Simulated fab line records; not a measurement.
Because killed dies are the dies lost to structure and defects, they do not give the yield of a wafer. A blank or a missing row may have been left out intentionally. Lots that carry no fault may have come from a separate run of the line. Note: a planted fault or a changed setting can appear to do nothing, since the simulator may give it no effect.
What tool caused it? :: flow nand-harc :: 12 lots, 36 wafers sampled, at 4 steps of a route of 1302

## WHAT THE GAUGES READ, wafer by wafer
No reading from a measuring or inspecting step in the record can be judged against a usual standard deviation.

## TOOL THAT RAN EACH LOT (tool first, then ch and the chambers of the sampled wafers, then the start)
lot: L272
NHARC_A_CHANNEL_HOLE_D2_ETCH_19: har-etch-01 ch 0,1, day 12 22:47
NHARC_A_CHANNEL_HOLE_D2_ETCH_21: har-etch-01 ch 0,1, day 12 23:12
NHARC_A_CHANNEL_FILL_D2_ALD_02: ald-hk-03 ch 0,1, day 13 04:44
NHARC_A_CHANNEL_FILL_D2_ALD_14: ald-hk-02 ch 0,1,2, day 13 11:41

lot: L274
NHARC_A_CHANNEL_HOLE_D2_ETCH_19: har-etch-01 ch 0,1, day 13 10:41
NHARC_A_CHANNEL_HOLE_D2_ETCH_21: har-etch-01 ch 0,1, day 13 11:10
NHARC_A_CHANNEL_FILL_D2_ALD_02: ald-hk-02 ch 0,1,3, day 13 16:43
NHARC_A_CHANNEL_FILL_D2_ALD_14: ald-hk-03 ch 1,2,3, day 13 23:41

lot: L273
NHARC_A_CHANNEL_HOLE_D2_ETCH_19: har-etch-01 ch 0,1, day 13 14:52
NHARC_A_CHANNEL_HOLE_D2_ETCH_21: har-etch-01 ch 0,1, day 13 15:24
NHARC_A_CHANNEL_FILL_D2_ALD_02: ald-hk-03 ch 0,2, day 13 20:44
NHARC_A_CHANNEL_FILL_D2_ALD_14: ald-hk-03 ch 1,2,3, day 14 03:45

lot: L280
NHARC_A_CHANNEL_HOLE_D2_ETCH_19: har-etch-01 ch 0,1, day 17 03:53
NHARC_A_CHANNEL_HOLE_D2_ETCH_21: har-etch-01 ch 0,1, day 17 04:28
NHARC_A_CHANNEL_FILL_D2_ALD_02: ald-hk-02 ch 0,2,3, day 17 09:52
NHARC_A_CHANNEL_FILL_D2_ALD_14: ald-hk-02 ch 2,3, day 17 16:47

lot: L283
NHARC_A_CHANNEL_HOLE_D2_ETCH_19: har-etch-01 ch 0,1, day 17 19:45
NHARC_A_CHANNEL_HOLE_D2_ETCH_21: har-etch-01 ch 0,1, day 17 20:10
NHARC_A_CHANNEL_FILL_D2_ALD_02: ald-hk-03 ch 0,2, day 18 01:38
NHARC_A_CHANNEL_FILL_D2_ALD_14: ald-hk-04 ch 1,3, day 18 08:04

lot: L285
NHARC_A_CHANNEL_HOLE_D2_ETCH_19: har-etch-02 ch 0,1, day 19 03:42
NHARC_A_CHANNEL_HOLE_D2_ETCH_21: har-etch-02 ch 0,1, day 19 04:11
NHARC_A_CHANNEL_FILL_D2_ALD_02: ald-hk-03 ch 0,1, day 19 09:36
NHARC_A_CHANNEL_FILL_D2_ALD_14: ald-hk-03 ch 0,1, day 19 16:46

lot: L287
NHARC_A_CHANNEL_HOLE_D2_ETCH_19: har-etch-01 ch 0,1, day 19 13:19
NHARC_A_CHANNEL_HOLE_D2_ETCH_21: har-etch-01 ch 0,1, day 19 13:52
NHARC_A_CHANNEL_FILL_D2_ALD_02: ald-hk-04 ch 2,3, day 19 19:10
NHARC_A_CHANNEL_FILL_D2_ALD_14: ald-hk-03 ch 0,3, day 20 00:14

lot: L289
NHARC_A_CHANNEL_HOLE_D2_ETCH_19: har-etch-02 ch 0,1, day 20 03:12
NHARC_A_CHANNEL_HOLE_D2_ETCH_21: har-etch-02 ch 0,1, day 20 03:38
NHARC_A_CHANNEL_FILL_D2_ALD_02: ald-hk-02 ch 0,1,2, day 20 09:13
NHARC_A_CHANNEL_FILL_D2_ALD_14: ald-hk-02 ch 0,3, day 20 16:10

lot: L290
NHARC_A_CHANNEL_HOLE_D2_ETCH_19: har-etch-01 ch 0,1, day 20 12:50
NHARC_A_CHANNEL_HOLE_D2_ETCH_21: har-etch-01 ch 0,1, day 20 13:23
NHARC_A_CHANNEL_FILL_D2_ALD_02: ald-hk-04 ch 0,1,2, day 20 18:47
NHARC_A_CHANNEL_FILL_D2_ALD_14: ald-hk-02 ch 1,2, day 21 01:46

lot: L292
NHARC_A_CHANNEL_HOLE_D2_ETCH_19: har-etch-01 ch 0,1, day 22 04:44
NHARC_A_CHANNEL_HOLE_D2_ETCH_21: har-etch-01 ch 0,1, day 22 05:10
NHARC_A_CHANNEL_FILL_D2_ALD_02: ald-hk-02 ch 0,1,3, day 22 10:38
NHARC_A_CHANNEL_FILL_D2_ALD_14: ald-hk-04 ch 0,2,3, day 22 17:36

lot: L293
NHARC_A_CHANNEL_HOLE_D2_ETCH_19: har-etch-01 ch 0,1, day 22 15:42
NHARC_A_CHANNEL_HOLE_D2_ETCH_21: har-etch-01 ch 0,1, day 22 16:14
NHARC_A_CHANNEL_FILL_D2_ALD_02: ald-hk-03 ch 0,1,3, day 22 21:47
NHARC_A_CHANNEL_FILL_D2_ALD_14: ald-hk-04 ch 0,1,2, day 23 04:27

lot: L294
NHARC_A_CHANNEL_HOLE_D2_ETCH_19: har-etch-02 ch 0,1, day 22 19:09
NHARC_A_CHANNEL_HOLE_D2_ETCH_21: har-etch-02 ch 0,1, day 22 19:34
NHARC_A_CHANNEL_FILL_D2_ALD_02: ald-hk-03 ch 1,2, day 23 01:06
NHARC_A_CHANNEL_FILL_D2_ALD_14: ald-hk-03 ch 1,2, day 23 08:04
- NHARC_A_CHANNEL_HOLE_D2_ETCH_19: etches the open film in C4F8/O2/Ar, time 34.5 s.
- NHARC_A_CHANNEL_HOLE_D2_ETCH_21: etches the open film in C4F8/O2/Ar, time 514.3 s, target depth 1600 nm.
- NHARC_A_CHANNEL_FILL_D2_ALD_02: deposits SiO2, target thk 6 nm, pulse time 10 s, ald cycles 60.
- NHARC_A_CHANNEL_FILL_D2_ALD_14: deposits SiO2, target thk 2.5 nm, pulse time 10 s, ald cycles 25.

## AS READ BY THE TOOLS THEMSELVES (means over the sampled wafers that have a number; for cases with no such wafer, the mark the record gives instead)
NHARC_A_CHANNEL_HOLE_D2_ETCH_19. Usual: drypump-motor-current-A 5.9 A, standard deviation 0.61; he-backside-leak-sccm 6.0 sccm, standard deviation 0.92; showerhead-plenum-p-Torr 3.75 Torr, standard deviation 0.1; throttle-valve-pct 37.038 %, standard deviation 0.0087.
lot: L272
tool: har-etch-01
drypump-motor-current-A (A): 5.7
he-backside-leak-sccm (sccm): 6.3
showerhead-plenum-p-Torr (Torr): 3.75
throttle-valve-pct (%): 37.043
flag: 

lot: L274
tool: har-etch-01
drypump-motor-current-A (A): 5.7
he-backside-leak-sccm (sccm): 6.4
showerhead-plenum-p-Torr (Torr): 3.74
throttle-valve-pct (%): 37.045
flag: 

lot: L273
tool: har-etch-01
drypump-motor-current-A (A): 5.7
he-backside-leak-sccm (sccm): 6.3
showerhead-plenum-p-Torr (Torr): 3.74
throttle-valve-pct (%): 37.035
flag: 

lot: L280
tool: har-etch-01
drypump-motor-current-A (A): 5.6
he-backside-leak-sccm (sccm): 6.6
showerhead-plenum-p-Torr (Torr): 3.72
throttle-valve-pct (%): 37.043
flag: 

lot: L283
tool: har-etch-01
drypump-motor-current-A (A): 5.7
he-backside-leak-sccm (sccm): 6.3
showerhead-plenum-p-Torr (Torr): 3.71
throttle-valve-pct (%): 37.029
flag: 

lot: L285
tool: har-etch-02
drypump-motor-current-A (A): 6.3
he-backside-leak-sccm (sccm): 5.2
showerhead-plenum-p-Torr (Torr): 3.86
throttle-valve-pct (%): 37.032
flag: 

lot: L287
tool: har-etch-01
drypump-motor-current-A (A): 5.3
he-backside-leak-sccm (sccm): 6.2
showerhead-plenum-p-Torr (Torr): 3.69
throttle-valve-pct (%): 37.035
flag: 

lot: L289
tool: har-etch-02
drypump-motor-current-A (A): 6.5
he-backside-leak-sccm (sccm): 4.9
showerhead-plenum-p-Torr (Torr): 3.76
throttle-valve-pct (%): 37.031
flag: 

lot: L290
tool: har-etch-01
drypump-motor-current-A (A): 5.7
he-backside-leak-sccm (sccm): 6.9
showerhead-plenum-p-Torr (Torr): 3.68
throttle-valve-pct (%): 37.042
flag: 

lot: L292
tool: har-etch-01
drypump-motor-current-A (A): 5.4
he-backside-leak-sccm (sccm): 6.2
showerhead-plenum-p-Torr (Torr): 3.67
throttle-valve-pct (%): 37.034
flag: 

lot: L293
tool: har-etch-01
drypump-motor-current-A (A): 5.7
he-backside-leak-sccm (sccm): 6.9
showerhead-plenum-p-Torr (Torr): 3.67
throttle-valve-pct (%): 37.039
flag: 

lot: L294
tool: har-etch-02
drypump-motor-current-A (A): 6.3
he-backside-leak-sccm (sccm): 5.5
showerhead-plenum-p-Torr (Torr): 3.83
throttle-valve-pct (%): 37.043
flag: 

NHARC_A_CHANNEL_HOLE_D2_ETCH_21. Usual: drypump-motor-current-A 5.9 A, standard deviation 0.6; he-backside-leak-sccm 6.0 sccm, standard deviation 0.92; showerhead-plenum-p-Torr 3.71 Torr, standard deviation 0.1; throttle-valve-pct 32.156 %, standard deviation 0.0086.
lot: L272
tool: har-etch-01
drypump-motor-current-A (A): 5.6
he-backside-leak-sccm (sccm): 6.2
showerhead-plenum-p-Torr (Torr): 3.71
throttle-valve-pct (%): 32.155
flag: 

lot: L274
tool: har-etch-01
drypump-motor-current-A (A): 5.7
he-backside-leak-sccm (sccm): 6.1
showerhead-plenum-p-Torr (Torr): 3.70
throttle-valve-pct (%): 32.156
flag: 

lot: L273
tool: har-etch-01
drypump-motor-current-A (A): 5.7
he-backside-leak-sccm (sccm): 6.2
showerhead-plenum-p-Torr (Torr): 3.70
throttle-valve-pct (%): 32.153
flag: 

lot: L280
tool: har-etch-01
drypump-motor-current-A (A): 5.7
he-backside-leak-sccm (sccm): 6.4
showerhead-plenum-p-Torr (Torr): 3.67
throttle-valve-pct (%): 32.161
flag: 

lot: L283
tool: har-etch-01
drypump-motor-current-A (A): 5.7
he-backside-leak-sccm (sccm): 6.4
showerhead-plenum-p-Torr (Torr): 3.67
throttle-valve-pct (%): 32.156
flag: 

lot: L285
tool: har-etch-02
drypump-motor-current-A (A): 6.3
he-backside-leak-sccm (sccm): 5.3
showerhead-plenum-p-Torr (Torr): 3.81
throttle-valve-pct (%): 32.153
flag: 

lot: L287
tool: har-etch-01
drypump-motor-current-A (A): 5.3
he-backside-leak-sccm (sccm): 6.3
showerhead-plenum-p-Torr (Torr): 3.65
throttle-valve-pct (%): 32.153
flag: 

lot: L289
tool: har-etch-02
drypump-motor-current-A (A): 6.5
he-backside-leak-sccm (sccm): 5.2
showerhead-plenum-p-Torr (Torr): 3.72
throttle-valve-pct (%): 32.155
flag: 

lot: L290
tool: har-etch-01
drypump-motor-current-A (A): 5.6
he-backside-leak-sccm (sccm): 6.7
showerhead-plenum-p-Torr (Torr): 3.64
throttle-valve-pct (%): 32.154
flag: 

lot: L292
tool: har-etch-01
drypump-motor-current-A (A): 5.3
he-backside-leak-sccm (sccm): 6.3
showerhead-plenum-p-Torr (Torr): 3.63
throttle-valve-pct (%): 32.148
flag: 

lot: L293
tool: har-etch-01
drypump-motor-current-A (A): 5.7
he-backside-leak-sccm (sccm): 7.0
showerhead-plenum-p-Torr (Torr): 3.63
throttle-valve-pct (%): 32.153
flag: 

lot: L294
tool: har-etch-02
drypump-motor-current-A (A): 6.3
he-backside-leak-sccm (sccm): 5.0
showerhead-plenum-p-Torr (Torr): 3.78
throttle-valve-pct (%): 32.159
flag: 

NHARC_A_CHANNEL_FILL_D2_ALD_02. Usual: heater-power-outer-w 267 W, standard deviation 31; heater-power-w 488 W, standard deviation 44; precursor-pulse-height-rel 0.997, standard deviation 0.019.
lot: L272
tool: ald-hk-03
heater-power-outer-w (W): 257
heater-power-w (W): 490
precursor-pulse-height-rel: 1.002
flag: 

lot: L274
tool: ald-hk-02
heater-power-outer-w (W): 269
heater-power-w (W): 483
precursor-pulse-height-rel: 0.988
flag: 

lot: L273
tool: ald-hk-03
heater-power-outer-w (W): 250
heater-power-w (W): 512
precursor-pulse-height-rel: 0.984
flag: 

lot: L280
tool: ald-hk-02
heater-power-outer-w (W): 256
heater-power-w (W): 462
precursor-pulse-height-rel: 0.998
flag: 

lot: L283
tool: ald-hk-03
heater-power-outer-w (W): 232
heater-power-w (W): 472
precursor-pulse-height-rel: 0.994
flag: 

lot: L285
tool: ald-hk-03
heater-power-outer-w (W): 255
heater-power-w (W): 473
precursor-pulse-height-rel: 1.010
flag: 

lot: L287
tool: ald-hk-04
heater-power-outer-w (W): 302
heater-power-w (W): 530
precursor-pulse-height-rel: 0.982
flag: 

lot: L289
tool: ald-hk-02
heater-power-outer-w (W): 256
heater-power-w (W): 461
precursor-pulse-height-rel: 1.010
flag: 

lot: L290
tool: ald-hk-04
heater-power-outer-w (W): 299
heater-power-w (W): 500
precursor-pulse-height-rel: 1.014
flag: 

lot: L292
tool: ald-hk-02
heater-power-outer-w (W): 255
heater-power-w (W): 471
precursor-pulse-height-rel: 1.002
flag: 

lot: L293
tool: ald-hk-03
heater-power-outer-w (W): 281
heater-power-w (W): 526
precursor-pulse-height-rel: 0.985
flag: 

lot: L294
tool: ald-hk-03
heater-power-outer-w (W): 247
heater-power-w (W): 467
precursor-pulse-height-rel: 0.992
flag: 

NHARC_A_CHANNEL_FILL_D2_ALD_14. Usual: heater-power-outer-w 275 W, standard deviation 31; heater-power-w 495 W, standard deviation 43; precursor-pulse-height-rel 1.000, standard deviation 0.017.
lot: L272
tool: ald-hk-02
heater-power-outer-w (W): 255
heater-power-w (W): 483
precursor-pulse-height-rel: 0.992
flag: 

lot: L274
tool: ald-hk-03
heater-power-outer-w (W): 261
heater-power-w (W): 481
precursor-pulse-height-rel: 1.005
flag: 

lot: L273
tool: ald-hk-03
heater-power-outer-w (W): 263
heater-power-w (W): 499
precursor-pulse-height-rel: 1.024
flag: 

lot: L280
tool: ald-hk-02
heater-power-outer-w (W): 241
heater-power-w (W): 435
precursor-pulse-height-rel: 1.007
flag: 

lot: L283
tool: ald-hk-04
heater-power-outer-w (W): 286
heater-power-w (W): 502
precursor-pulse-height-rel: 1.000
flag: 

lot: L285
tool: ald-hk-03
heater-power-outer-w (W): 257
heater-power-w (W): 497
precursor-pulse-height-rel: 1.007
flag: 

lot: L287
tool: ald-hk-03
heater-power-outer-w (W): 298
heater-power-w (W): 557
precursor-pulse-height-rel: 1.004
flag: 

lot: L289
tool: ald-hk-02
heater-power-outer-w (W): 276
heater-power-w (W): 496
precursor-pulse-height-rel: 0.984
flag: 

lot: L290
tool: ald-hk-02
heater-power-outer-w (W): 240
heater-power-w (W): 424
precursor-pulse-height-rel: 1.011
flag: 

lot: L292
tool: ald-hk-04
heater-power-outer-w (W): 302
heater-power-w (W): 518
precursor-pulse-height-rel: 1.003
flag: 

lot: L293
tool: ald-hk-04
heater-power-outer-w (W): 297
heater-power-w (W): 497
precursor-pulse-height-rel: 1.006
flag: 

lot: L294
tool: ald-hk-03
heater-power-outer-w (W): 243
heater-power-w (W): 458
precursor-pulse-height-rel: 0.987
flag: 

## THE ANSWER, worked out from the rows above alone
Rule: a lot is off if the mean of its wafers that have a number lies more than 3 standard deviations from the usual mean. Also off: a lot with no number at a reading for which 4 or more lots have one. Where the step has rows for the other lots, those lots are counted as sound. First the gauges in route order, then the tools' own readings, where a lot's mean is used as printed above. The first step at which some lot is off is used, and at that step the reading that is off furthest; a lot without a number counts as furthest.
None of the lots is off at any reading shown; this tells nothing.

## WHAT HAD BEEN PUT IN BY THE SIMULATOR
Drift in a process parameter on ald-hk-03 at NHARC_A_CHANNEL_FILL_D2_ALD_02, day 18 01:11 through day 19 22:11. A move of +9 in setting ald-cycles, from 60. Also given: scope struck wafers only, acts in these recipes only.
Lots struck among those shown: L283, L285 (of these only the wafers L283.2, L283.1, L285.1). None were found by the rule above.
